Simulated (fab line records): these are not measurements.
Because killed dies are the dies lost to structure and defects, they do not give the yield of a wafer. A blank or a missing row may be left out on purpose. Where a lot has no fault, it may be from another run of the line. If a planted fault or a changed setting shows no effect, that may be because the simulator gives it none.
Matching of chambers || flow nand-harc || rie-diel-12 running NHARC_A_M0_DESCUM_14: 4 sister chambers
The step chemistry O2, time 3 s. 18 wafers are shown with their chamber, then 9 later ones without.

## WAFERS WITH THEIR CHAMBER
{"wafer": "L076.1", "chamber": 0, "showerhead-plenum-p-Torr (Torr)": 1.78, "drypump-motor-current-A (A)": 5.9, "throttle-valve-pct (%)": 11.302}
{"wafer": "L076.2", "chamber": 2, "showerhead-plenum-p-Torr (Torr)": 2.00, "drypump-motor-current-A (A)": 6.5, "throttle-valve-pct (%)": 11.308}
{"wafer": "L076.6", "chamber": 1, "showerhead-plenum-p-Torr (Torr)": 1.84, "drypump-motor-current-A (A)": 5.4, "throttle-valve-pct (%)": 11.303}
{"wafer": "L080.1", "chamber": 3, "showerhead-plenum-p-Torr (Torr)": 1.96, "drypump-motor-current-A (A)": 6.4, "throttle-valve-pct (%)": 11.297}
{"wafer": "L080.2", "chamber": 2, "showerhead-plenum-p-Torr (Torr)": 2.00, "drypump-motor-current-A (A)": 6.4, "throttle-valve-pct (%)": 11.285}
{"wafer": "L080.3", "chamber": 1, "showerhead-plenum-p-Torr (Torr)": 1.84, "drypump-motor-current-A (A)": 5.5, "throttle-valve-pct (%)": 11.318}
{"wafer": "L082.2", "chamber": 1, "showerhead-plenum-p-Torr (Torr)": 1.83, "drypump-motor-current-A (A)": 5.4, "throttle-valve-pct (%)": 11.321}
{"wafer": "L082.3", "chamber": 0, "showerhead-plenum-p-Torr (Torr)": 1.78, "drypump-motor-current-A (A)": 5.9, "throttle-valve-pct (%)": 11.315}
{"wafer": "L082.6", "chamber": 0, "showerhead-plenum-p-Torr (Torr)": 1.78, "drypump-motor-current-A (A)": 5.9, "throttle-valve-pct (%)": 11.316}
{"wafer": "L084.1", "chamber": 1, "showerhead-plenum-p-Torr (Torr)": 1.83, "drypump-motor-current-A (A)": 5.4, "throttle-valve-pct (%)": 11.307}
{"wafer": "L084.4", "chamber": 2, "showerhead-plenum-p-Torr (Torr)": 2.00, "drypump-motor-current-A (A)": 6.4, "throttle-valve-pct (%)": 11.307}
{"wafer": "L084.6", "chamber": 0, "showerhead-plenum-p-Torr (Torr)": 1.78, "drypump-motor-current-A (A)": 5.9, "throttle-valve-pct (%)": 11.311}
{"wafer": "L086.1", "chamber": 3, "showerhead-plenum-p-Torr (Torr)": 1.96, "drypump-motor-current-A (A)": 6.4, "throttle-valve-pct (%)": 11.301}
{"wafer": "L086.2", "chamber": 0, "showerhead-plenum-p-Torr (Torr)": 1.78, "drypump-motor-current-A (A)": 5.9, "throttle-valve-pct (%)": 11.322}
{"wafer": "L086.4", "chamber": 0, "showerhead-plenum-p-Torr (Torr)": 1.78, "drypump-motor-current-A (A)": 5.9, "throttle-valve-pct (%)": 11.308}
{"wafer": "L087.1", "chamber": 1, "showerhead-plenum-p-Torr (Torr)": 1.83, "drypump-motor-current-A (A)": 5.4, "throttle-valve-pct (%)": 11.307}
{"wafer": "L087.4", "chamber": 1, "showerhead-plenum-p-Torr (Torr)": 1.83, "drypump-motor-current-A (A)": 5.4, "throttle-valve-pct (%)": 11.301}
{"wafer": "L087.5", "chamber": 3, "showerhead-plenum-p-Torr (Torr)": 1.95, "drypump-motor-current-A (A)": 6.4, "throttle-valve-pct (%)": 11.300}

SIGNATURES (means of the wafers above)
{"reading": "showerhead-plenum-p-Torr", "chamber 0": 1.7800, "chamber 1": 1.8333, "chamber 2": 2.0000, "chamber 3": 1.9567, "scatter within a chamber": 0.00378}
{"reading": "drypump-motor-current-A", "chamber 0": 5.900, "chamber 1": 5.417, "chamber 2": 6.433, "chamber 3": 6.400, "scatter within a chamber": 0.0327}
{"reading": "throttle-valve-pct", "chamber 0": 11.31233, "chamber 1": 11.30950, "chamber 2": 11.30000, "chamber 3": 11.29933, "scatter within a chamber": 0.0081}
Rule: for each reading, subtract the chamber's mean from the wafer's reading, divide by that reading's scatter and square the result; add these up over the readings and take the root, which gives the wafer's distance from the chamber. The wafer belongs to the nearest chamber; if the next one is less than 2 further off, it can't be placed. The scatter is the square root of a quotient: the sum, over the shown wafers, of each reading's squared deviation from its chamber's mean, divided by wafers minus chambers.

## WAFERS WITH NO CHAMBER GIVEN
{"wafer": "L089.1", "showerhead-plenum-p-Torr (Torr)": 2.00, "drypump-motor-current-A (A)": 6.4, "throttle-valve-pct (%)": 11.303}
{"wafer": "L089.4", "showerhead-plenum-p-Torr (Torr)": 1.83, "drypump-motor-current-A (A)": 5.4, "throttle-valve-pct (%)": 11.308}
{"wafer": "L089.5", "showerhead-plenum-p-Torr (Torr)": 1.83, "drypump-motor-current-A (A)": 5.4, "throttle-valve-pct (%)": 11.310}
{"wafer": "L090.1", "showerhead-plenum-p-Torr (Torr)": 1.83, "drypump-motor-current-A (A)": 5.4, "throttle-valve-pct (%)": 11.315}
{"wafer": "L090.3", "showerhead-plenum-p-Torr (Torr)": 1.95, "drypump-motor-current-A (A)": 6.4, "throttle-valve-pct (%)": 11.303}
{"wafer": "L090.6", "showerhead-plenum-p-Torr (Torr)": 1.78, "drypump-motor-current-A (A)": 5.9, "throttle-valve-pct (%)": 11.309}
{"wafer": "L097.3", "showerhead-plenum-p-Torr (Torr)": 1.83, "drypump-motor-current-A (A)": 5.4, "throttle-valve-pct (%)": 11.307}
{"wafer": "L097.4", "showerhead-plenum-p-Torr (Torr)": 1.95, "drypump-motor-current-A (A)": 6.3, "throttle-valve-pct (%)": 11.305}
{"wafer": "L097.6", "showerhead-plenum-p-Torr (Torr)": 1.78, "drypump-motor-current-A (A)": 5.9, "throttle-valve-pct (%)": 11.310}

## WHICH CHAMBER EACH WENT THROUGH
{"wafer": "L089.1", "from the rows above": 2, "in truth": 2}
{"wafer": "L089.4", "from the rows above": 1, "in truth": 1}
{"wafer": "L089.5", "from the rows above": 1, "in truth": 1}
{"wafer": "L090.1", "from the rows above": 1, "in truth": 1}
{"wafer": "L090.3", "from the rows above": 3, "in truth": 3}
{"wafer": "L090.6", "from the rows above": 0, "in truth": 0}
{"wafer": "L097.3", "from the rows above": 1, "in truth": 1}
{"wafer": "L097.4", "from the rows above": 3, "in truth": 3}
{"wafer": "L097.6", "from the rows above": 0, "in truth": 0}
Correct placement for 9 of the 9. Number that these rows cannot place: 0. Number placed wrongly: 0.
